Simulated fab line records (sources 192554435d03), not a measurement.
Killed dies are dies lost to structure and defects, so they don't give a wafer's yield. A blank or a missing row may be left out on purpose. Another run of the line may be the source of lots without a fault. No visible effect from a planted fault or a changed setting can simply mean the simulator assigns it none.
fab line records	flow n5_finfet
record lots=11	wafers=31	last_day=17
route steps=1938 shown BEOL_M7@1312 TV_LITHO@1883 TV_OPEN@1887 PASSIVATION@1931
lots that met no fault: taken from a fault-free run of the same line
start_h: start of the lot's first displayed wafer, in hours after the record's first day	wait_h: time in hours since the lot's previous step	" unchanged from the row above	L1.1+2: one row covering several wafers at once	- value missing, or start not given	* or withheld: withheld	< > ~ a bound
route shown NAME@n: NAME is a module with steps in the file, n the number in the route of the first one	usual: mean/standard deviation taken from wafers without a fault	same: alike in all rows	chamber/n: place in a boat	sites: readings site by site	_std_site: standard deviation across them	_edge_site: outer sites' mean less inner sites'	radius_mm: how far each site lies from the wafer's centre	mask NAME#n: copy n	behind: the most recent tool/chamber to have shaped the wafer	hold: what put the lot on hold/how long, in hours/how the hold closed	device: transistor that didn't switch, given as n, p or np	end of line: tests run on the same wafers once the route is complete	a step with no rows: only its recipe	killed: count of dies lost to structure and defects at first sort (not the wafer's yield)	map: per-die view of a wafer (x killed, . not killed, _ where there is no die)
set.NAME: the setting as run; set.NAME@STEP: as run at that earlier step	model.NAME: the simulator's own value behind a step, which no gauge read
a sample of lots followed through the steps of the route, with each step as a table and each wafer as a row
services: a tool's chamber out of use, with start hour (start_h, from the record's first day; less than 0 if before it), hours out, and reason
## steps
# step N5_BEOL_M7_HM_STRIP_39
# recipe chemistry=peroxide_tin_strip	material=TiN	target_depth_a=250	temp_c=50	time_s=158
# usual bath_heat_duty_pct=7.0/0.76
lot.wafer	tool	chamber	start_h	wait_h	bath_heat_duty_pct
L778.1	wet_bench-06	0	197.14	0.0	7.7
L778.2	"	3	"	"	8.6
L778.5	"	5	"	"	7.4
L777.2	wet_bench-06	0	198.05	0.0	7.0
L777.4	"	1	"	"	7.0
L777.5	"	4	"	"	6.4
L779.3	wet_bench-01	6	202.36	0.0	6.4
L779.5	"	3	"	"	7.0
L779.6	"	2	"	"	7.6
L780.2	wet_bench-05	3	221.48	0.0	5.3
L780.3	"	2	"	"	6.3
L780.4	"	5	"	"	7.1
L783.3	wet_bench-01	0	234.55	0.0	8.3
L783.4	"	4	"	"	6.8
L783.6	"	6	"	"	7.3
L785.1	wet_bench-05	2	241.56	0.0	6.2
L785.2	"	3	"	"	7.7
L785.3	"	7	"	"	6.8
L786.2	wet_bench-05	1	247.85	0.0	8.5
L786.5	"	4	"	"	7.4
L786.6	"	5	"	"	6.5
L792.1	wet_bench-06	3	289.17	0.0	7.5
L792.4	"	2	"	"	6.5
L792.6	"	4	"	"	6.4
L795.2	wet_bench-06	5	310.67	0.0	7.1
L795.6	"	4	"	"	6.3
L796.2	wet_bench-01	7	321.78	0.0	6.1
L796.3	"	1	"	"	6.6
L799.2	wet_bench-06	3	337.36	0.0	8.1
L799.4	"	1	"	"	6.6
L799.6	"	0	"	"	6.5
# step N5_PASSIVATION_CD_MEAS_10
# recipe target_cd_nm=3000	landing_energy_ev=500	detector=se_inlens
# usual cd_nm=2999.3/2.5
lot.wafer	tool	chamber	start_h	wait_h	cd_nm
L779.3	cd_sem-03	0	274.53	-	2999.6
L779.5	"	0	"	"	3001.1
L779.6	"	0	"	"	3004.5
L778.1	cd_sem-03	0	278.62	-	2998.4
L778.2	"	0	"	"	2996.9
L778.5	"	0	"	"	2996.0
L777.2	cd_sem-02	0	281.59	-	2996.9
L777.4	"	0	"	"	2997.3
L777.5	"	0	"	"	2997.0
L780.2	cd_sem-01	0	283.30	-	3000.1
L780.3	"	0	"	"	3000.0
L780.4	"	0	"	"	2999.5
L783.3	cd_sem-02	0	305.83	-	2994.8
L783.4	"	0	"	"	2997.2
L783.6	"	0	"	"	2998.2
L785.1	cd_sem-03	0	306.92	-	2997.5
L785.2	"	0	"	"	2997.7
L785.3	"	0	"	"	2997.7
L786.2	cd_sem-02	0	320.49	-	2997.8
L786.5	"	0	"	"	2997.3
L786.6	"	0	"	"	2998.2
L792.1	cd_sem-01	0	362.21	-	3004.2
L792.4	"	0	"	"	3000.2
L792.6	"	0	"	"	3002.2
L795.2	cd_sem-03	0	380.52	-	3002.7
L795.6	"	0	"	"	3006.2
L796.2	cd_sem-01	0	391.63	-	2997.8
L796.3	"	0	"	"	3000.9
L799.2	cd_sem-03	0	406.40	-	3000.5
L799.4	"	0	"	"	2999.3
L799.6	"	0	"	"	3004.4
# step N5_PASSIVATION_PASS_ETCH_74
# recipe chemistry=CF4/O2	target=SiNx	target_depth_a=2200	time_s=110	ion_energy_ev=100	pressure_mtorr=40	source_w=535	bias_w=49	Ar_flow_sccm=100	cf4_flow_sccm=100	O2_flow_sccm=10
# usual drypump_motor_current_A=6.0/0.49	oes_product_au=0.80/0.071	rf_vpp_V=245/8.5	showerhead_plenum_p_Torr=2.19/0.057	throttle_valve_pct=15.94/0.28
lot.wafer	tool	chamber	start_h	wait_h	drypump_motor_current_A	oes_product_au	rf_hours_counter_h	rf_vpp_V	showerhead_plenum_p_Torr	throttle_valve_pct
L779.3	rie_diel-03	0	274.68	0.0	6.2	0.90	30	249	2.13	15.40
L779.5	"	0	"	"	6.2	0.90	-	250	2.13	15.40
L779.6	"	1	"	"	5.7	0.72	-	234	2.11	16.42
L778.1	rie_diel-02	1	278.77	0.0	6.6	0.77	120	261	2.22	15.84
L778.2	"	2	"	"	6.1	0.89	25	246	2.17	15.94
L778.5	"	0	"	"	6.3	0.66	-	239	2.28	16.01
L777.2	rie_diel-02	0	282.27	0.0	6.2	0.65	242	239	2.28	16.00
L777.4	"	3	"	"	5.3	0.79	83	231	2.15	15.83
L777.5	"	1	"	"	6.6	0.76	-	258	2.22	15.85
L780.2	rie_diel-03	2	283.73	0.0	6.6	0.86	44	249	2.24	15.79
L780.3	"	1	"	"	5.7	0.73	207	235	2.11	16.44
L780.4	"	3	"	"	5.7	0.64	246	245	2.26	16.31
L783.3	rie_diel-03	2	306.07	0.0	6.6	0.85	51	249	2.24	15.81
L783.4	"	2	"	"	6.6	0.85	-	249	2.24	15.80
L783.6	"	1	"	"	5.7	0.71	-	235	2.11	16.44
L785.1	rie_diel-06	0	307.25	0.0	6.0	0.80	117	237	2.23	16.25
L785.2	"	3	"	"	5.4	0.82	75	247	2.31	15.76
L785.3	"	1	"	"	5.5	0.89	44	245	2.16	15.80
L786.2	rie_diel-02	3	320.81	0.0	5.2	0.79	96	232	2.14	15.87
L786.5	"	2	"	"	6.1	0.88	-	248	2.16	15.96
L786.6	"	3	"	"	5.2	0.80	-	232	2.14	15.88
L792.1	rie_diel-03	2	362.37	0.0	6.7	0.83	68	251	2.23	15.83
L792.4	"	3	"	"	5.7	0.89	16	245	2.26	15.86
L792.6	"	1	"	"	5.7	0.70	-	236	2.11	16.49
L795.2	rie_diel-02	2	380.79	0.0	6.1	0.83	61	246	2.15	16.00
L795.6	"	2	"	"	6.1	0.83	-	247	2.15	16.00
L796.2	rie_diel-03	0	391.82	0.0	6.2	0.85	69	248	2.12	15.47
L796.3	"	3	"	"	5.7	0.87	26	244	2.25	15.89
L799.2	rie_diel-06	1	407.09	0.0	5.5	0.86	69	244	2.15	15.86
L799.4	"	3	"	"	5.4	0.80	100	246	2.31	15.81
L799.6	"	2	"	"	5.3	0.69	-	251	2.19	16.50
# step N5_PASSIVATION_STRIP_48
# recipe chemistry=O2	power_w=600	temp_c=60	pressure_mtorr=30	rf_frequency_hz=6e+07	bias_power_w=0	overash_fraction=0.5	o2_flow_sccm=225
# usual drypump_motor_current_A=5.5/0.38	oes_product_au=0.79/0.082	rf_vpp_V=3.9/2.7	showerhead_plenum_p_Torr=2.09/0.084	throttle_valve_pct=16.63/0.28
lot.wafer	tool	chamber	start_h	wait_h	drypump_motor_current_A	oes_product_au	rf_hours_counter_h	rf_vpp_V	showerhead_plenum_p_Torr	throttle_valve_pct
L779.3	rie_diel-05	2	279.10	0.1	5.6	0.74	181	6.9	1.93	17.18
L779.5	"	2	"	"	5.8	0.75	-	7.1	1.93	17.23
L779.6	"	0	"	"	4.8	0.67	-	2.1	1.95	16.74
L778.1	rie_diel-01	3	282.75	0.1	5.9	0.69	229	2.9	2.19	17.01
L778.2	"	1	"	"	5.2	0.74	186	1.7	2.06	16.76
L778.5	"	1	"	"	5.2	0.73	-	0.4	2.06	16.75
L777.2	rie_diel-01	0	287.14	0.1	6.0	0.87	72	1.0	2.01	16.30
L777.4	"	0	"	"	6.0	0.86	-	0.8	2.01	16.23
L777.5	"	2	"	"	5.4	0.78	-	6.5	2.15	16.91
L780.2	rie_diel-04	0	287.47	0.1	6.0	0.86	52	6.1	2.13	16.36
L780.3	"	1	"	"	5.6	0.91	31	6.5	2.20	16.35
L780.4	"	2	"	"	5.6	0.89	24	7.1	2.12	16.57
L785.1	rie_diel-04	1	311.01	0.1	5.6	0.93	38	3.9	2.20	16.30
L785.2	"	3	"	"	5.1	0.81	52	2.0	2.14	16.20
L785.3	"	2	"	"	5.7	0.89	32	7.8	2.12	16.68
L783.3	rie_diel-05	1	311.46	0.1	5.5	0.75	123	6.9	2.02	16.51
L783.4	"	2	"	"	5.7	0.70	-	3.8	1.92	17.20
L783.6	"	0	"	"	4.9	0.69	-	0.8	1.95	16.82
L786.2	rie_diel-01	2	325.11	0.1	5.4	0.77	121	3.9	2.15	16.85
L786.5	"	1	"	"	5.2	0.74	-	1.9	2.06	16.81
L786.6	"	2	"	"	5.4	0.81	-	1.6	2.15	16.85
L792.1	rie_diel-04	2	367.49	0.1	5.7	0.82	53	5.8	2.11	16.62
L792.4	"	0	"	"	6.0	0.80	78	5.4	2.12	16.47
L792.6	"	1	"	"	5.6	0.91	-	2.9	2.19	16.40
L795.2	rie_diel-05	3	384.92	0.1	5.0	0.84	29	10.7	2.14	16.36
L795.6	"	2	"	"	5.7	0.71	-	4.6	1.92	17.26
L796.2	rie_diel-04	0	395.97	0.1	6.1	0.80	88	2.5	2.11	16.44
L796.3	"	1	"	"	5.6	0.86	67	1.5	2.19	16.41
L799.2	rie_diel-05	1	411.20	0.1	5.6	0.72	160	2.7	2.01	16.61
L799.4	"	0	"	"	4.8	0.91	19	0	2.20	16.31
L799.6	"	1	"	"	5.6	0.67	-	5.1	2.01	16.63
# step N5_PASSIVATION_PROBE_49
# usual defect_limited_yield=91.1/1.6	killed_at_M0_to_M3=35/11	killed_at_M4_up=13/5.4	killed_at_contacts=13/6.5	killed_at_front_end=40/14	killed_at_other=4/3.1	killed_dies=105/18	killed_open=69/14	killed_short=34/7.3	sort_bin_5_function=5.2/0.96	sort_bin_6_memory=3.4/0.77	sort_bin_8_speed=0.02/0.13	sort_n_pass=1075/19	sort_yield_pct=91.1/1.6
# same gross_dies=1180	killed_at_back_side=0	sort_bin_4_leakage[%]=0
lot.wafer	tool	chamber	start_h	wait_h	defect_limited_yield[%]	killed_at_M0_to_M3	killed_at_M4_up	killed_at_contacts	killed_at_front_end	killed_at_other	killed_dies	killed_open	killed_short	sort_bin_5_function[%]	sort_bin_6_memory[%]	sort_bin_8_speed[%]	sort_n_pass	sort_yield_pct[%]
L779.3	prober-01	-	281.69	0.1	93.9	31	12	5	21	3	72	46	20	4.2	1.7	0	1108	93.9
L779.5	prober-01	-	281.79	0.2	93.6	28	10	3	33	1	75	46	28	3.1	2.9	0	1105	93.6
L779.6	prober-01	-	281.84	0.3	91.5	40	3	14	35	8	100	62	38	5.2	2.8	0	1080	91.5
L778.1	prober-02	-	285.32	0.1	90.0	53	21	13	28	3	118	87	30	5.4	4.4	0	1062	90.0
L778.2	prober-02	-	285.37	0.2	90.4	43	16	7	43	4	113	70	41	5.5	3.9	0	1067	90.4
L778.5	prober-02	-	285.52	0.3	90.8	57	5	8	36	3	109	72	35	5.1	3.8	0	1071	90.8
L777.2	prober-01	-	289.68	0.1	90.3	58	13	9	32	3	115	66	45	5.3	4.0	0	1065	90.3
L777.4	prober-01	-	289.78	0.2	91.7	35	16	7	32	8	98	60	37	5.3	2.9	0	1082	91.7
L777.5	prober-01	-	289.83	0.2	92.1	20	11	11	46	5	93	57	29	4.7	2.6	0	1087	92.1
L780.2	prober-02	-	290.47	0.1	90.6	40	12	5	50	4	111	61	44	5.3	3.8	0	1069	90.6
L780.3	prober-02	-	290.52	0.1	93.8	22	9	2	32	8	73	47	26	3.3	2.5	0	1107	93.8
L780.4	prober-02	-	290.57	0.2	90.1	52	21	3	40	1	117	77	34	5.5	4.2	1.44	1046	88.6
L785.1	prober-02	-	313.51	0.0	86.9	15	102	7	27	4	155	44	19	7.2	3.2	0	1025	86.9
L785.2	prober-02	-	313.56	0.1	83.0	38	105	6	47	5	201	64	33	10.4	3.6	0	979	83.0
L785.3	prober-02	-	313.61	0.1	79.2	36	144	16	39	10	245	66	38	12.4	4.4	0	935	79.2
L783.3	prober-02	-	314.05	0.1	90.8	35	14	17	39	3	108	72	36	5.3	3.6	0	1072	90.8
L783.4	prober-02	-	314.10	0.2	90.8	42	12	14	35	6	109	71	30	5.0	3.3	0	1071	90.8
L783.6	prober-02	-	314.20	0.3	91.1	31	9	26	38	1	105	74	30	5.7	3.1	0	1075	91.1
L786.2	prober-02	-	327.65	0.1	81.6	18	158	9	30	2	217	49	23	11.4	3.9	0	963	81.6
L786.5	prober-02	-	327.80	0.2	80.7	24	155	7	38	4	228	47	35	11.5	4.1	0	952	80.7
L786.6	prober-02	-	327.85	0.3	85.8	23	92	22	29	1	167	53	29	8.4	3.0	0	1013	85.8
L792.1	prober-01	-	369.98	0.0	91.1	43	16	11	33	2	105	70	32	5.3	3.5	0	1075	91.1
L792.4	prober-01	-	370.13	0.2	89.9	52	13	14	34	6	119	75	42	5.9	3.6	0	1061	89.9
L792.6	prober-01	-	370.23	0.3	91.6	42	10	14	32	1	99	63	33	5.0	3.1	0	1081	91.6
L795.2	prober-02	-	387.46	0.1	86.1	45	8	14	91	6	164	113	50	8.8	4.9	0	1016	86.1
L795.6	prober-02	-	387.66	0.3	87.5	40	14	11	78	5	148	106	32	7.5	4.2	0	1032	87.5
L796.2	prober-02	-	398.51	0.1	91.1	45	13	13	32	2	105	75	30	5.3	3.1	0	1075	91.1
L796.3	prober-02	-	398.56	0.1	90.8	52	16	11	28	1	108	76	30	4.7	3.9	0	1072	90.8
L799.2	prober-01	-	413.74	0.1	89.6	47	11	11	48	6	123	89	30	6.7	3.7	0	1057	89.6
L799.4	prober-01	-	413.84	0.2	90.4	35	12	8	53	5	113	71	39	5.6	3.4	0	1067	90.4
L799.6	prober-01	-	413.94	0.3	90.1	36	14	18	46	3	117	72	42	5.8	3.5	0	1063	90.1
# killed by level:class
L779.3 BEOL_M0_SAQP:geometric_particle:open=11 BEOL_M0_SAQP:geometric_particle:short=7 FIN_SAQP:geometric_particle:open=5 MOL_CONTACT_COAG:geometric_particle:open=4 BEOL_M1:geometric_particle:open=4 FIN_SAQP:geometric_particle:short=3 DUMMY_GATE:geometric_particle:open=3 BEOL_M2:geometric_particle:open=3
L779.5 BEOL_M0_SAQP:geometric_particle:short=9 BEOL_M2:geometric_particle:open=7 BEOL_M0_SAQP:geometric_particle:open=6 BEOL_M5:geometric_particle:open=5 STI_FIN_REVEAL:geometric_particle:open=5 FIN_SAQP:geometric_particle:open=4 STARTING-WAFER:geometric_particle:short=4 DUMMY_GATE:geometric_particle:open=3
L779.6 BEOL_M1:geometric_particle:open=13 MOL_CONTACT_COAG:geometric_particle:open=10 BEOL_M2:geometric_particle:open=7 STI_FIN_REVEAL:geometric_particle:open=6 FIN_SAQP:geometric_particle:open=5 ILD0:geometric_particle:short=5 BEOL_M0_SAQP:geometric_particle:open=5 BEOL_M0_SAQP:geometric_particle:short=5
L778.1 BEOL_M0_SAQP:geometric_particle:open=16 BEOL_M1:geometric_particle:open=14 MOL_CONTACT_COAG:geometric_particle:open=11 BEOL_M4:geometric_particle:open=11 BEOL_M3:geometric_particle:open=6 STI_FIN_REVEAL:geometric_particle:open=5 BEOL_M1:geometric_particle:short=5 BEOL_M0_SAQP:geometric_particle:short=4
L778.2 BEOL_M1:geometric_particle:open=9 BEOL_M0_SAQP:geometric_particle:short=8 MOL_CONTACT_COAG:geometric_particle:open=7 STI_FIN_REVEAL:geometric_particle:open=6 BEOL_M1:geometric_particle:short=6 DUMMY_GATE:geometric_particle:open=5 GATE_CUT:geometric_particle:open=5 GATE_CUT:geometric_particle:short=5
L778.5 BEOL_M0_SAQP:geometric_particle:open=21 BEOL_M0_SAQP:geometric_particle:short=17 BEOL_M2:geometric_particle:open=7 MOL_CONTACT_COAG:geometric_particle:open=6 BEOL_M1:geometric_particle:open=6 STI_FIN_REVEAL:geometric_particle:open=5 GATE_CUT:geometric_particle:open=5 GATE_CUT:geometric_particle:short=5
L777.2 BEOL_M0_SAQP:geometric_particle:open=21 BEOL_M0_SAQP:geometric_particle:short=21 STI_FIN_REVEAL:geometric_particle:open=12 MOL_CONTACT_COAG:geometric_particle:open=6 BEOL_M5:geometric_particle:open=6 GATE_CUT:geometric_particle:short=4 BEOL_M2:geometric_particle:open=4 FIN_SAQP:geometric_particle:short=3
L777.4 BEOL_M0_SAQP:geometric_particle:short=9 MOL_CONTACT_COAG:geometric_particle:open=7 BEOL_M0_SAQP:geometric_particle:open=6 FIN_SAQP:geometric_particle:open=5 FIN_SAQP:geometric_particle:short=5 DUMMY_GATE:geometric_particle:open=5 BEOL_M1:geometric_particle:open=5 BEOL_M3:geometric_particle:open=5
L777.5 STI_FIN_REVEAL:geometric_particle:open=8 MOL_CONTACT_COAG:geometric_particle:open=8 FIN_SAQP:geometric_particle:open=7 BEOL_M4:geometric_particle:open=7 BEOL_M0_SAQP:geometric_particle:open=6 GATE_CUT:geometric_particle:short=5 ILD0:geometric_particle:short=4 BEOL_M3:geometric_particle:open=4
L780.2 FIN_SAQP:geometric_particle:short=12 BEOL_M0_SAQP:geometric_particle:short=10 GATE_CUT:geometric_particle:short=9 DUMMY_GATE:geometric_particle:open=8 FIN_SAQP:geometric_particle:open=7 BEOL_M1:geometric_particle:open=7 BEOL_M3:geometric_particle:open=7 BEOL_M4:geometric_particle:open=6
L780.3 FIN_SAQP:geometric_particle:short=8 BEOL_M4:geometric_particle:open=8 BEOL_M3:geometric_particle:open=6 BEOL_M2:geometric_particle:open=5 FIN_SAQP:geometric_particle:open=4 BEOL_M3:geometric_particle:short=4 STARTING-WAFER:geometric_particle:short=4 DUMMY_GATE:geometric_particle:open=3
L780.4 BEOL_M0_SAQP:geometric_particle:open=15 BEOL_M4:geometric_particle:open=13 BEOL_M1:geometric_particle:open=11 BEOL_M0_SAQP:geometric_particle:short=11 DUMMY_GATE:geometric_particle:open=9 STI_FIN_REVEAL:geometric_particle:open=8 FIN_SAQP:geometric_particle:short=5 BEOL_M2:geometric_particle:open=5
L785.1 BEOL_M7:unspecified=90 MOL_CONTACT_COAG:geometric_particle:open=7 FIN_SAQP:geometric_particle:open=5 FIN_SAQP:geometric_particle:short=4 STARTING-WAFER:geometric_particle:open=4 BEOL_M1:geometric_particle:open=4 BEOL_M7:geometric_particle:open=4 BEOL_M0:geometric_particle:open=3
L785.2 BEOL_M7:unspecified=102 BEOL_M0_SAQP:geometric_particle:open=14 STI_FIN_REVEAL:geometric_particle:open=11 FIN_SAQP:geometric_particle:open=10 BEOL_M0_SAQP:geometric_particle:short=9 FIN_SAQP:geometric_particle:short=8 GATE_CUT:geometric_particle:short=7 BEOL_M3:geometric_particle:open=7
L785.3 BEOL_M7:unspecified=141 MOL_CONTACT_COAG:geometric_particle:open=11 GATE_CUT:geometric_particle:short=9 BEOL_M1:geometric_particle:open=8 BEOL_M2:geometric_particle:open=8 BEOL_M0_SAQP:geometric_particle:short=6 FIN_SAQP:geometric_particle:open=5 STI_FIN_REVEAL:geometric_particle:open=5
L783.3 MOL_CONTACT_COAG:geometric_particle:open=13 STI_FIN_REVEAL:geometric_particle:open=12 BEOL_M2:geometric_particle:open=12 FIN_SAQP:geometric_particle:short=7 BEOL_M1:geometric_particle:open=5 BEOL_M5:geometric_particle:open=5 STI_FIN_REVEAL:geometric_particle:short=4 BEOL_M0_SAQP:geometric_particle:short=4
L783.4 BEOL_M2:geometric_particle:open=16 MOL_CONTACT_COAG:geometric_particle:open=10 STI_FIN_REVEAL:geometric_particle:open=7 BEOL_M0_SAQP:geometric_particle:open=7 HKMG_FIN:area_etch=7 BEOL_M0_SAQP:geometric_particle:short=5 MOL_CONTACT_COAG:geometric_particle:short=4 BEOL_M2:geometric_particle:short=4
L783.6 MOL_CONTACT_COAG:geometric_particle:open=21 BEOL_M2:geometric_particle:open=11 FIN_SAQP:geometric_particle:open=9 STI_FIN_REVEAL:geometric_particle:open=5 BEOL_M3:geometric_particle:open=5 MOL_CONTACT_COAG:geometric_particle:short=5 STARTING-WAFER:geometric_particle:short=5 GATE_CUT:geometric_particle:open=4
L786.2 BEOL_M7:unspecified=145 MOL_CONTACT_COAG:geometric_particle:open=7 DUMMY_GATE:geometric_particle:open=5 FIN_SAQP:geometric_particle:short=4 STI_FIN_REVEAL:geometric_particle:open=4 BEOL_M2:geometric_particle:open=4 FIN_SAQP:geometric_particle:open=3 GATE_CUT:geometric_particle:open=3
L786.5 BEOL_M7:unspecified=146 BEOL_M0_SAQP:geometric_particle:short=9 FIN_SAQP:geometric_particle:short=8 STI_FIN_REVEAL:geometric_particle:open=6 GATE_CUT:geometric_particle:short=6 MOL_CONTACT_COAG:geometric_particle:open=6 BEOL_M4:geometric_particle:open=6 BEOL_M3:geometric_particle:open=5
L786.6 BEOL_M7:unspecified=85 MOL_CONTACT_COAG:geometric_particle:open=17 STI_FIN_REVEAL:geometric_particle:open=11 MOL_CONTACT_COAG:geometric_particle:short=5 BEOL_M1:geometric_particle:open=5 FIN_SAQP:geometric_particle:short=4 STI_FIN_REVEAL:geometric_particle:short=4 BEOL_M0_SAQP:geometric_particle:short=4
L792.1 BEOL_M0_SAQP:geometric_particle:open=15 BEOL_M1:geometric_particle:open=10 BEOL_M5:geometric_particle:open=8 FIN_SAQP:geometric_particle:short=7 MOL_CONTACT_COAG:geometric_particle:open=7 FIN_SAQP:geometric_particle:open=6 BEOL_M0_SAQP:geometric_particle:short=6 BEOL_M3:geometric_particle:open=6
L792.4 BEOL_M0_SAQP:geometric_particle:open=14 MOL_CONTACT_COAG:geometric_particle:open=12 BEOL_M0_SAQP:geometric_particle:short=12 BEOL_M2:geometric_particle:open=11 FIN_SAQP:geometric_particle:short=10 BEOL_M3:geometric_particle:open=8 FIN_SAQP:geometric_particle:open=6 GATE_CUT:geometric_particle:short=5
L792.6 BEOL_M0_SAQP:geometric_particle:short=12 MOL_CONTACT_COAG:geometric_particle:open=11 BEOL_M0_SAQP:geometric_particle:open=10 STI_FIN_REVEAL:geometric_particle:open=8 BEOL_M1:geometric_particle:open=6 BEOL_M3:geometric_particle:open=5 BEOL_M4:geometric_particle:open=5 FIN_SAQP:geometric_particle:short=4
L795.2 FIN_SAQP:geometric_particle:open=23 STI_FIN_REVEAL:geometric_particle:open=23 BEOL_M3:geometric_particle:open=18 FIN_SAQP:geometric_particle:short=15 MOL_CONTACT_COAG:geometric_particle:open=11 BEOL_M2:geometric_particle:open=11 STI_FIN_REVEAL:geometric_particle:short=7 GATE_CUT:geometric_particle:short=6
L795.6 FIN_SAQP:geometric_particle:open=26 STI_FIN_REVEAL:geometric_particle:open=15 BEOL_M2:geometric_particle:open=14 BEOL_M4:geometric_particle:open=10 MOL_CONTACT_COAG:geometric_particle:open=9 FIN_SAQP:geometric_particle:short=8 BEOL_M1:geometric_particle:open=8 BEOL_M3:geometric_particle:open=8
L796.2 MOL_CONTACT_COAG:geometric_particle:open=10 BEOL_M0_SAQP:geometric_particle:short=10 BEOL_M3:geometric_particle:open=9 BEOL_M0_SAQP:geometric_particle:open=8 BEOL_M2:geometric_particle:open=8 STI_FIN_REVEAL:geometric_particle:open=7 FIN_SAQP:geometric_particle:open=6 BEOL_M1:geometric_particle:open=6
L796.3 BEOL_M0_SAQP:geometric_particle:open=16 BEOL_M0_SAQP:geometric_particle:short=13 MOL_CONTACT_COAG:geometric_particle:open=11 BEOL_M3:geometric_particle:open=8 BEOL_M4:geometric_particle:open=8 FIN_SAQP:geometric_particle:open=7 BEOL_M1:geometric_particle:open=6 FIN_SAQP:geometric_particle:short=5
L799.2 STI_FIN_REVEAL:geometric_particle:open=19 BEOL_M2:geometric_particle:open=19 MOL_CONTACT_COAG:geometric_particle:open=9 DUMMY_GATE:geometric_particle:open=8 BEOL_M0_SAQP:geometric_particle:open=7 BEOL_M3:geometric_particle:open=6 FIN_SAQP:geometric_particle:short=5 BEOL_M0_SAQP:geometric_particle:short=5
L799.4 STI_FIN_REVEAL:geometric_particle:open=13 FIN_SAQP:geometric_particle:short=11 BEOL_M0_SAQP:geometric_particle:open=9 DUMMY_GATE:geometric_particle:open=8 FIN_SAQP:geometric_particle:open=7 MOL_CONTACT_COAG:geometric_particle:open=7 BEOL_M0_SAQP:geometric_particle:short=6 BEOL_M3:geometric_particle:short=5
L799.6 STI_FIN_REVEAL:geometric_particle:open=15 MOL_CONTACT_COAG:geometric_particle:open=14 BEOL_M0_SAQP:geometric_particle:short=8 BEOL_M0_SAQP:geometric_particle:open=6 BEOL_M3:geometric_particle:short=6 DUMMY_GATE:geometric_particle:open=5 FIN_SAQP:geometric_particle:short=4 GATE_CUT:geometric_particle:open=4
## services
tool	chamber	start_h	hours	kind
rie_diel-01	3	195.47	16.5	repair
rie_diel-04	1	196.86	-	clean
rie_diel-04	1	196.86	-	consumable_replace:focus_ring
rie_diel-04	1	196.86	-	consumable_replace:showerhead
rie_diel-04	1	196.86	14.6	scheduled_down
rie_diel-04	1	196.86	14.6	vent_cycle
rie_diel-04	0	199.60	4.3	repair
rie_diel-04	2	211.62	-	clean
wet_bench-05	-	242.48	1.8	repair
rie_diel-05	0	245.48	11.8	repair
rie_diel-01	-	259.93	15.6	pm
rie_diel-06	1	268.83	5.7	repair
rie_diel-01	1	286.84	1.3	repair
rie_diel-03	0	288.35	3.7	repair
rie_diel-05	3	295.88	15.1	repair
rie_diel-03	3	298.09	-	clean
rie_diel-03	3	298.09	-	consumable_replace:focus_ring
rie_diel-03	3	298.09	12.6	scheduled_down
rie_diel-03	3	298.09	12.6	vent_cycle
rie_diel-01	0	311.92	8.4	repair
rie_diel-05	0	314.81	2.2	repair
rie_diel-06	-	351.47	2.8	pm
rie_diel-06	-	371.00	14.6	pm
rie_diel-02	0	376.49	31.0	repair
## key
first_sign step=N5_PASSIVATION_PROBE_49	reading=killed_at_M4_up	direction=up	sigmas=21	usual=13	struck=126
effect step=N5_PASSIVATION_PROBE_49	reading=defect_limited_yield	direction=down	sigmas=5.3	usual=91.1	struck=82.9
more_kills_born_at N5_BEOL_M7_HM_STRIP_39@wet_bench-05=709
met_at N5_BEOL_M7_HM_STRIP_39
struck_lots L785,L786
not_acting_at N5_PASSIVATION_CD_MEAS_10,N5_PASSIVATION_PASS_ETCH_74,N5_PASSIVATION_STRIP_48
onset_between 221.48 241.56
fault kind=chamber_particle_source	tool=wet_bench-05	chamber=-	onset_h=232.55	steps=N5_BEOL_M7_HM_STRIP_39	rate_per_visit_cm2=1.5964	end_h=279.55
